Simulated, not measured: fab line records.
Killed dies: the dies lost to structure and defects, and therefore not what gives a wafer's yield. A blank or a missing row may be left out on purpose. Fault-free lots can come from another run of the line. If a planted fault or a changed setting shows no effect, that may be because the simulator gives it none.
Chamber matching + flow nand_harc + NHARC_A_WL_FILL_STRIP_29 on rie_diel-05: 4 sister chambers
The step strips in O2, time 20 s. 8 wafers are shown with their chamber, then 7 later ones without.

== EACH WAFER AND ITS CHAMBER ==
| wafer  | chamber | drypump_motor_current_A (A) | oes_product_au (a.u.) |
|--------|---------|-----------------------------|-----------------------|
| L076.2 | 3       | 4.9                         | 1.020                 |
| L080.3 | 3       | 4.8                         | 1.010                 |
| L080.6 | 2       | 6.3                         | 1.003                 |
| L085.2 | 1       | 4.8                         | 1.015                 |
| L085.4 | 0       | 6.0                         | 0.974                 |
| L085.5 | 0       | 5.9                         | 0.973                 |
| L086.2 | 1       | 4.8                         | 1.019                 |
| L086.5 | 2       | 6.3                         | 1.000                 |

== WAFERS WITHOUT THEIR CHAMBER ==
| wafer  | drypump_motor_current_A (A) | oes_product_au (a.u.) |
|--------|-----------------------------|-----------------------|
| L086.6 | 4.8                         | 1.025                 |
| L092.2 | 5.9                         | 0.988                 |
| L092.3 | 4.9                         | 1.000                 |
| L092.6 | 4.9                         | 1.009                 |
| L095.2 | 6.0                         | 0.988                 |
| L095.4 | 6.3                         | 0.999                 |
| L095.6 | 6.3                         | 1.004                 |

== EACH ONE'S CHAMBER ==
| wafer  | from the rows above     | in truth |
|--------|-------------------------|----------|
| L086.6 | can't be placed: 1 or 3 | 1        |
| L092.2 | 0                       | 0        |
| L092.3 | can't be placed: 3 or 1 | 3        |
| L092.6 | can't be placed: 3 or 1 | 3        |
| L095.2 | 0                       | 0        |
| L095.4 | 2                       | 2        |
| L095.6 | 2                       | 2        |
Correct placement for 4 of the 7. Unplaceable from these rows: 3, with the true chamber sitting among the candidates in 3. Placed wrongly: 0.
How it was worked out, from the rows above alone: a wafer's distance from a chamber is the root of the sum, over the readings, of the square of ((its reading less the chamber's mean) divided by the reading's scatter). The wafer belongs to the nearest chamber; if the next one is less than 2 further off, it can't be placed. Each chamber's mean is taken over the wafers shown for it. How the scatter is found: for the shown wafers, subtract from each reading the mean of its chamber, square and add these, divide the total by (wafers less chambers), then take the root.
